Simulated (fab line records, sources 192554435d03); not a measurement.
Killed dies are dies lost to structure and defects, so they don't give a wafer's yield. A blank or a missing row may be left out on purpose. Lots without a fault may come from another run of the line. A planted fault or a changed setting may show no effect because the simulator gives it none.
A struck lot beside a sound one | flow n5_finfet | 30 steps out of a route of 1938
Sound: wafers L811.2, L811.4, L811.6. Struck: wafers L828.3, L828.5, L828.6. The cause comes at the end.
At each step with rows: each side's tool, then ch and its chambers, then its first start. Under that, the readings that differ: sound wafers | struck wafers | difference of the means | sigmas: that difference in standard deviations of wafers without a fault.
alike: readings whose means differ by less than 2 such deviations, and words and numbers that are the same on both sides. not compared: withheld readings, readings that some wafer has no value for, bounds like >300 that may hide the same value, and numbers for which the record gives no deviation and whose values overlap.
The two part at a step that has a row with sigmas, a row that says differs or no value, or rows on one side only. Numbers that don't overlap but have no deviation are shown without sigmas and don't part them. A reading that every wafer of one side lacks parts them only if that side has two wafers or more.

first, 8 steps without rows for these wafers: N5_FIN_SAQP_HM_OPEN_33 (chemistry CH3F/O2, target SiNx, target depth 49.4 nm, time 70.6 s); N5_FIN_SAQP_ETCH_34 (etches SiO2 in C4F6/O2, target depth 45 nm, time 15 s); N5_FIN_SAQP_STRIP_77 (strips in N2/H2, time 90 s); N5_FIN_SAQP_ETCH_64 (etches SiO2 in CF4, target depth 1.5 nm); N5_FIN_SAQP_FIN_ETCH_36 (etches the open film in HBr/Cl2/O2, target depth 120 nm, time 50.4 s); N5_FIN_SAQP_PRECLEAN_38 (cleans in O3/DIW, time 45 s); N5_FIN_SAQP_PRECLEAN_45 (cleans in dHF, time 10 s); N5_FIN_SAQP_SRD_39 (time 30 s).
N5_FIN_CUT_COAT_18: time 60 s, resist thk 230 nm.
  sound on litho_track-05 ch 0, day 2 03:18; struck on litho_track-05 ch 0, day 6 08:08
  reading                                  | sound                | struck               | difference | sigmas
  heater_power_total_W (W)                 | 498.6 501.4 501.3    | 401.3 397.6 399.4    | -101.0     | -56
  plate_temp_C (C)                         | 249.88 249.98 249.76 | 208.55 208.44 208.37 | -41.42     | -99 or more
  model.SOC_of_FIN_CUT_COAT_18.thk_nm (nm) | 231 230.6 230.4      | 240 239 239.8        | +9         |
then, 11 steps without rows for these wafers: N5_FIN_CUT_COAT_19 (time 60 s, resist thk 20 nm); N5_FIN_CUT_COAT_29 (time 60 s, resist thk 10 nm); N5_FIN_CUT_COAT_02 (resist thk 30 nm); N5_FIN_CUT_EBR_04; N5_FIN_CUT_SOFTBAKE_03 (time 60 s); N5_FIN_CUT_EXPOSE_05 (exposes mask FIN CUT); N5_FIN_CUT_PEB_06 (peb time 60 s); N5_FIN_CUT_DEVELOP_07 (develop time 30 s); N5_FIN_CUT_DESCUM_13 (chemistry O2, time 7 s); N5_FIN_CUT_ETCH_30 (etches underlayer in N2/H2, target depth 13 nm, time 10.4 s); N5_FIN_CUT_ETCH_20 (etches SiARC in CF4, target depth 26 nm, time 43.3 s).
N5_FIN_CUT_ETCH_21: etches SOC in N2/H2, target depth 219 nm, overetch 43.8 nm, time 523.5 s.
  sound on rie_diel-02 ch 1,3, day 2 04:01; struck on rie_diel-02 ch 1,2, day 6 08:37
  reading                  | sound             | struck            | difference | sigmas
  model.etch.depth_nm (nm) | 231.1 230.6 230.3 | 226.7 225.9 226.6 | -4.3       |
  alike: bias_w, drypump_motor_current_A, oes_product_au, rf_vpp_V, showerhead_plenum_p_Torr, throttle_valve_pct
  not compared: rf_hours_counter_h
then, 7 steps without rows for these wafers: N5_FIN_CUT_STRIP_23 (strips in N2/H2); N5_FIN_CUT_STRIP_31 (strips in N2/H2); N5_FIN_CUT_STRIP_24 (strips in CF4); N5_FIN_CUT_CUT_ETCH_26 (etches SiNx in CH3F/O2, target depth 39 nm, time 55.7 s); N5_FIN_CUT_CUT_ETCH_27 (etches SiO2 in CHF3/O2, target depth 4 nm, overetch 2 nm, time 4.9 s); N5_FIN_CUT_PRECLEAN_35 (cleans in vHF, time 13.3 s); N5_FIN_CUT_CUT_ETCH_15 (etches Si in HBr/Cl2/O2, target depth 100 nm, bt time 10 s, time 42.4 s).
N5_FIN_CUT_CUT_ETCH_28: etches Si in HBr/Cl2/O2, target depth 6 nm, time 2.4 s.
  sound on rie_si-05 ch 1,3, day 2 04:36; struck on rie_si-03 ch 2,3, day 6 09:13
  reading                                  | sound           | struck          | difference | sigmas
  throttle_valve_pct (%)                   | 37.4 37.4 37.4  | 36.6 36.9 36.6  | -0.7       | -2
  model.SOC_of_FIN_CUT_COAT_18.thk_nm (nm) | 168.8 168.4 169 | 165.6 165 164.4 | -3.7       |
  alike: drypump_motor_current_A, oes_product_au
  not compared: bias_w, rf_hours_counter_h
then, 1 step without rows for these wafers: N5_FIN_CUT_STRIP_22 (strips in N2/H2).

WHERE THEY PART
First at N5_FIN_CUT_COAT_18; last, within this record, at N5_FIN_CUT_CUT_ETCH_28.

WHY: what the simulator had put in
Process parameter drift: litho_track-05, from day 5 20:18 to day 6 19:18, at N5_FIN_CUT_COAT_18. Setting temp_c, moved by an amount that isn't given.
